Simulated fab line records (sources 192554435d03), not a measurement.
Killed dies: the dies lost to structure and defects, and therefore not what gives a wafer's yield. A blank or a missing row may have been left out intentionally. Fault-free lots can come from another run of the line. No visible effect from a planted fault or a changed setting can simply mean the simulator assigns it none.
A struck lot beside a sound one || flow n5 finfet || 28 steps out of a route of 1938
Sound: wafers L323.3, L323.4, L323.5. Struck: wafer L334.1; the same lot's L334.5 was not struck, so it is left out; see the end for the cause.
For every step that has rows: the tool of each side, followed by ch and its chambers, followed by its first start. Under that, the readings that differ: sound wafers || struck wafers || difference of the means || sigmas: that difference in standard deviations of wafers without a fault.
alike: readings whose means differ by less than 2 such deviations, and words and numbers that are the same on both sides. not compared: withheld readings, readings that some wafer has no value for, bounds like >300 that may hide the same value, and numbers for which the record gives no deviation and whose values overlap.
The two part at a step that has a row with sigmas, a row that says differs or no value, or rows on one side only. Numbers that have no deviation but don't overlap get no sigmas and don't part them. A reading missing from all wafers of one side parts the sides only when that side holds two or more wafers.

first, 1 step without rows for these wafers: N5_DUMMY_GATE_UV_OZONE_45 (time 120 s).
N5_DUMMY_GATE_INSPECT_27: inspects for defects (brightfield).
  sound on defect inspect-02, day 5 11:05; struck on defect inspect-01, day 8 06:28
  alike: raw defect count
then, 3 steps without rows for these wafers: N5_SPACER0_ALD_07 (deposits SiNx, target thk 2 nm); N5_SPACER0_ALD_00 (deposits SiOCN, target thk 3.5 nm, pulse time 3 s, purge time 2 s); N5_SPACER0_ALD_08 (deposits SiNx, target thk 2 nm).
N5_SPACER0_INSPECT_04: inspects for defects (darkfield).
  sound on defect inspect-01, day 5 11:42; struck on defect inspect-01, day 8 07:04
  alike: raw defect count
then, 6 steps without rows for these wafers: N5_SD_EPI_N_COAT_32 (time 60 s, resist thk 350 nm); N5_SD_EPI_N_COAT_33 (time 60 s, resist thk 35 nm); N5_SD_EPI_N_COAT_03 (resist thk 150 nm); N5_SD_EPI_N_EBR_05; N5_SD_EPI_N_SOFTBAKE_04 (time 60 s); N5_SD_EPI_N_EXPOSE_06 (exposes mask SD N BLK, target cd 120 nm).
N5_SD_EPI_N_PEB_07: peb time 60 s.
  sound on litho track-02 ch 0, day 5 11:55; struck on litho track-01 ch 0, day 8 07:17
{"reading": "heater power total W (W)", "sound": "177.4 177.2 173.0", "struck": 466.7, "difference": "+290.8", "sigmas": "+99 or more"}
then, 1 step without rows for these wafers: N5_SD_EPI_N_DEVELOP_08 (develop time 30 s).
N5_SD_EPI_N_CD_MEAS_09: target cd 120 nm.
  sound on cd sem-02 ch 0, day 5 11:58; struck on cd sem-03 ch 0, day 8 07:20
{"reading": "cd nm (nm)", "sound": "119.5 120.5 119.8", "struck": 29.8, "difference": -90.1, "sigmas": "-99 or more"}
N5_SD_EPI_N_OVL_MEAS_10:
  sound on overlay-01 ch 0, day 5 12:00; struck on overlay-02 ch 0, day 8 07:22
  alike: SD_N_BLK_OVL
N5_SD_EPI_N_INSPECT_11: inspects for defects (macro).
  sound on defect inspect-01, day 5 12:02; struck on defect inspect-02, day 8 07:24
  alike: raw defect count
N5_SD_EPI_N_DESCUM_14: chemistry O2, time 7.9 s.
  sound on rie diel-03 ch 0,2,3, day 5 12:04; struck on rie diel-01 ch 3, day 8 07:26
{"reading": "model.SD_EPI_N.cd nm (nm)", "sound": "119.4 120 119.4", "struck": 30, "difference": -90, "sigmas": ""}
  alike: drypump motor current A, oes product au, rf vpp V, showerhead plenum p Torr, temp c, throttle valve pct
  not compared: rf hours counter h
N5_SD_EPI_N_ETCH_34: etches SiARC in CF4, target depth 45.5 nm, time 75.8 s.
  sound on rie diel-03 ch 0,2,3, day 5 12:05; struck on rie diel-01 ch 3, day 8 07:28
  alike: bias w, drypump motor current A, etch rf on time s, oes product au, rf vpp V, showerhead plenum p Torr, throttle valve pct
  not compared: rf hours counter h
N5_SD_EPI_N_ETCH_35: etches SOC in N2/H2, overetch 108 nm, time 486 s.
  sound on rie diel-03 ch 0,2,3, day 5 12:09; struck on rie diel-01 ch 3, day 8 07:31
{"reading": "bias w (W)", "sound": "133.5 132.7 133.5", "struck": 132.5, "difference": -0.7, "sigmas": -2}
{"reading": "temp c (C)", "sound": "39.98 39.88 39.82", "struck": 40.15, "difference": "+0.26", "sigmas": "+2"}
  alike: drypump motor current A, oes product au, rf vpp V, showerhead plenum p Torr, throttle valve pct
  not compared: rf hours counter h
then, 1 step without rows for these wafers: N5_SD_EPI_N_STRIP_36 (strips in N2/H2).
N5_SD_EPI_N_ETCHBACK_44: etches SiNx in CH3F/O2, stops on SiO2, target depth 14.5 nm.
  sound on rie diel-03 ch 0,2,3, day 5 12:28; struck on rie diel-01 ch 3, day 8 07:51
  alike: bias w, drypump motor current A, oes product au, rf vpp V, showerhead plenum p Torr, throttle valve pct
  not compared: rf hours counter h
N5_SD_EPI_N_ETCH_45: etches SiOCN in CH3F/O2, target depth 6 nm.
  sound on rie diel-03 ch 0,2,3, day 5 12:34; struck on rie diel-01 ch 3, day 8 07:57
  alike: bias w, drypump motor current A, oes product au, rf vpp V, showerhead plenum p Torr, throttle valve pct
  not compared: rf hours counter h
then, 2 steps without rows for these wafers: N5_SD_EPI_N_ETCH_16 (etches SiO2 in CHF3/O2, target depth 5 nm); N5_SD_EPI_N_STRIP_47 (strips in CHF3/O2).
N5_SD_EPI_N_SD_RECESS_17: chemistry HBr/Cl2/O2, target depth 41 nm, time 23.7 s, bt time 3 s.
  sound on rie si-06 ch 1,2, day 5 12:45; struck on rie si-04 ch 1, day 8 08:07
{"reading": "mfc cl2 sccm (sccm)", "sound": "80.28 80.31 80.13", "struck": 79.59, "difference": -0.65, "sigmas": -3}
{"reading": "model.SD_EPI_N.cd nm (nm)", "sound": "119.8 118.8 119", "struck": 29.2, "difference": -90.0, "sigmas": ""}
  alike: bias w, drypump motor current A, oes product au, throttle valve pct
  not compared: rf hours counter h
N5_SD_EPI_N_STRIP_38: strips in N2/H2.
  sound on plasma asher-01 ch 0,1, day 5 12:52; struck on plasma asher-01 ch 1, day 8 08:13
{"reading": "oes product au (a.u.)", "sound": "0.757 0.759 0.778", "struck": 0.733, "difference": -0.032, "sigmas": -3}
{"reading": "rf hours counter h (h)", "sound": "- - -", "struck": 105, "difference": "no value on the sound wafers", "sigmas": ""}
  alike: drypump motor current A, heater power w, temp c
N5_BEOL_M4_RC_MEAS_101:
  the record has rows for the sound wafers here (prober-02 ch 0, day 10 20:01) and none for the struck ones

## WHERE THEY PART
Earliest at N5_SD_EPI_N_PEB_07; latest, in this record, at N5_BEOL_M4_RC_MEAS_101.

WHY: what had been put in by the simulator
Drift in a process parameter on litho track-01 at N5_SD_EPI_N_PEB_07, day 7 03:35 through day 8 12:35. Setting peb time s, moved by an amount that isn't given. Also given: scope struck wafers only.
